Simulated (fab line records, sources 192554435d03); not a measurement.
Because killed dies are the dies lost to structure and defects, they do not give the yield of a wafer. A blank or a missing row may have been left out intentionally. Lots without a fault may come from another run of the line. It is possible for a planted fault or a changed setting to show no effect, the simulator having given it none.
Matching of chambers + flow n5_finfet + N5_HKMG_FIN_STRIP_34 on rie_diel-01: 4 sister chambers
The step strips in CF4. 8 wafers are shown with their chamber, then 7 later ones without.

== WAFERS WITH THEIR CHAMBER ==
| wafer  | chamber | drypump_motor_current_A (A) | rf_vpp_V (V) |
|--------|---------|-----------------------------|--------------|
| L077.2 | 3       | 5.6                         | 271.9        |
| L079.1 | 3       | 5.6                         | 271.6        |
| L079.4 | 1       | 5.8                         | 271.3        |
| L082.2 | 2       | 6.4                         | 271.9        |
| L082.3 | 0       | 5.9                         | 268.5        |
| L082.6 | 2       | 6.5                         | 273.0        |
| L086.2 | 1       | 5.8                         | 271.7        |
| L086.3 | 0       | 5.9                         | 268.4        |

== WAFERS WITHOUT THEIR CHAMBER ==
| wafer  | drypump_motor_current_A (A) | rf_vpp_V (V) |
|--------|-----------------------------|--------------|
| L086.4 | 5.6                         | 271.6        |
| L085.1 | 6.4                         | 272.1        |
| L085.4 | 5.9                         | 269.4        |
| L085.5 | 6.4                         | 272.8        |
| L097.3 | 5.8                         | 272.5        |
| L097.4 | 5.9                         | 269.1        |
| L097.6 | 5.6                         | 270.8        |

== WHICH CHAMBER EACH WENT THROUGH ==
| wafer  | from the rows above | in truth |
|--------|---------------------|----------|
| L086.4 | 3                   | 3        |
| L085.1 | 2                   | 2        |
| L085.4 | 0                   | 0        |
| L085.5 | 2                   | 2        |
| L097.3 | 1                   | 1        |
| L097.4 | 0                   | 0        |
| L097.6 | 3                   | 3        |
Placed correctly: 7 of 7. Left unplaced by these rows: 0. Wrongly placed: 0.
How it was worked out, from the rows above alone: a wafer's distance from a chamber is the root of the sum, over the readings, of the square of ((its reading less the chamber's mean) divided by the reading's scatter). If the next closest chamber is less than 2 further off than the closest, the wafer can't be placed; otherwise it belongs to the closest. The mean given for a chamber averages the wafers shown for that chamber. The scatter: take each reading less its chamber's mean, square it, sum over the shown wafers, divide by the number of wafers less the number of chambers, and take the root.
